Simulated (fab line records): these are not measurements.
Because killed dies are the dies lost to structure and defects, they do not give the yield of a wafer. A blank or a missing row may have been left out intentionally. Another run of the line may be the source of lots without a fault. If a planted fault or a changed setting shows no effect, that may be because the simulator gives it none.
A lot that was struck, set against a sound lot    flow n5 finfet    15 steps out of a route of 1938
Sound: these wafers, L589.1, L589.3, L589.6. Struck: wafer L592.4; the same lot's L592.3 was not struck, so it is left out; see the end for the cause.
Per side, at each step with rows, come the tool, then ch with its chambers, and then its first start. Under that, the readings that differ: sound wafers    struck wafers    difference of the means    sigmas: that difference in standard deviations of wafers without a fault.
alike: readings with means less than 2 such deviations apart, plus words and numbers identical on both sides. not compared: withheld readings, readings lacking a value on some wafer, bounds such as >300 that could conceal the same value, and numbers that have no deviation in the record and whose values overlap.
Wherever a step has rows on one side only, a row that says differs or no value, or a row with sigmas, the two part there. When numbers do not overlap yet have no deviation, they are printed without sigmas and do not part them. A reading that every wafer of one side lacks parts them only if that side has two wafers or more.

first, 2 steps without rows for these wafers: N5_BEOL_M2_PEB_09 (peb time 60 s); N5_BEOL_M2_DEVELOP_10 (develop time 30 s).
N5_BEOL_M2_CD_MEAS_11: target cd 16.79 nm.
  sound on cd sem-02 ch 0, day 7 11:04; struck on cd sem-02 ch 0, day 8 05:46
  alike: cd nm
N5_BEOL_M2_OVL_MEAS_12:
  sound on overlay-01 ch 0, day 7 11:06; struck on overlay-01 ch 0, day 8 05:48
  alike: M2_OVL
N5_BEOL_M2_INSPECT_13: inspects for defects (brightfield).
  struck on defect inspect-01, day 8 05:51; sound on defect inspect-01, day 7 11:10
  alike: raw defect count
then, 1 step without rows for these wafers: N5_BEOL_M2_DESCUM_16 (chemistry O2, time 7 s).
N5_BEOL_M2_ETCH_74: etches underlayer in N2/H2, target depth 6.5 nm, time 5.2 s.
  sound on rie diel-04 ch 0,1,3, day 7 11:14; struck on rie diel-05 ch 3, day 8 05:55
reading                          sound           struck  difference  sigmas
oes product au (a.u.)            0.59 0.61 0.59  0.75    +0.15       +2
rf vpp V (V)                     520 525 519     528     +7          +2
showerhead plenum p Torr (Torr)  2.42 2.61 2.43  2.71    +0.22       +2
  alike: drypump motor current A, etch rf on time s, h2 flow sccm, throttle valve pct
  not compared: rf hours counter h
N5_BEOL_M2_ETCH_63: etches SiARC in CF4, target depth 15.6 nm, time 26 s.
  sound on rie diel-04 ch 0,1,3, day 7 11:15; struck on rie diel-05 ch 3, day 8 05:56
reading                          sound              struck  difference  sigmas
oes product au (a.u.)            0.60 0.60 0.59     0.77    +0.17       +3
showerhead plenum p Torr (Torr)  2.04 2.21 2.05     2.27    +0.17       +2
throttle valve pct (%)           15.66 15.86 15.80  15.38   -0.39       -2
  alike: cf4 flow sccm, drypump motor current A, etch rf on time s, rf vpp V
  not compared: rf hours counter h
N5_BEOL_M2_ETCH_64: etches SOC in N2/H2, target depth 75 nm, overetch 22.5 nm, time 121.9 s.
  sound on rie diel-04 ch 0,1,3, day 7 11:17; struck on rie diel-05 ch 3, day 8 05:58
reading                          sound              struck  difference  sigmas
oes product au (a.u.)            0.54 0.54 0.53     0.70    +0.16       +3
rf vpp V (V)                     519.2 526.1 520.6  528.1   +6.1        +2
showerhead plenum p Torr (Torr)  2.42 2.61 2.42     2.71    +0.23       +2
  alike: drypump motor current A, h2 flow sccm, throttle valve pct
  not compared: rf hours counter h
then, 2 steps without rows for these wafers: N5_BEOL_M2_STRIP_65 (strips in N2/H2); N5_BEOL_M2_STRIP_75 (strips in N2/H2).
N5_BEOL_M2_STRIP_66: strips in CF4.
  sound on rie diel-04 ch 0,1,3, day 7 11:25; struck on rie diel-05 ch 3, day 8 06:05
reading                          sound              struck  difference  sigmas
oes product au (a.u.)            0.70 0.70 0.70     0.90    +0.20       +3
showerhead plenum p Torr (Torr)  1.72 1.84 1.72     1.90    +0.14       +2
throttle valve pct (%)           13.68 13.83 13.81  13.32   -0.45       -2
  alike: cf4 flow sccm, drypump motor current A, rf vpp V
  not compared: rf hours counter h
N5_BEOL_M2_HM_OPEN_17: chemistry Cl2/BCl3, target TiN, target depth 20 nm, overetch 6 nm.
  sound on rie metal-03 ch 0,1, day 7 11:27; struck on rie metal-03 ch 0, day 8 06:10
reading                                   sound         struck  difference  sigmas
model.SOC_of_BEOL_M2_COAT_61.thk nm (nm)  52 51.8 52.2  49      -3          
  alike: bcl3 flow sccm, drypump motor current A, oes product au, throttle valve pct
  not compared: rf hours counter h, model.BEOL_M2.cd offset nm
N5_BEOL_M2_STRIP_19: strips in O2.
  sound on rie diel-05 ch 1,3, day 7 11:38; struck on rie diel-02 ch 2, day 8 06:15
  alike: drypump motor current A, oes product au, rf vpp V, showerhead plenum p Torr, throttle valve pct
  not compared: rf hours counter h
N5_BEOL_M4_RC_MEAS_101:
  sound on prober-02 ch 0, day 9 03:23; struck on prober-01 ch 0, day 9 08:28
  alike: DIBL_N, DIBL_P, IOFF_N, IOFF_P, ION_N, ION_P, SS_N, SS_P, VT_N, VT_P

## WHERE THEY PART
At N5_BEOL_M2_ETCH_74 first; at N5_BEOL_M2_STRIP_66 last (within this record only). Later steps at which nothing parts them and some readings are alike: N5_BEOL_M2_HM_OPEN_17, N5_BEOL_M2_STRIP_19, N5_BEOL_M4_RC_MEAS_101.

WHY: whatever the simulator had introduced
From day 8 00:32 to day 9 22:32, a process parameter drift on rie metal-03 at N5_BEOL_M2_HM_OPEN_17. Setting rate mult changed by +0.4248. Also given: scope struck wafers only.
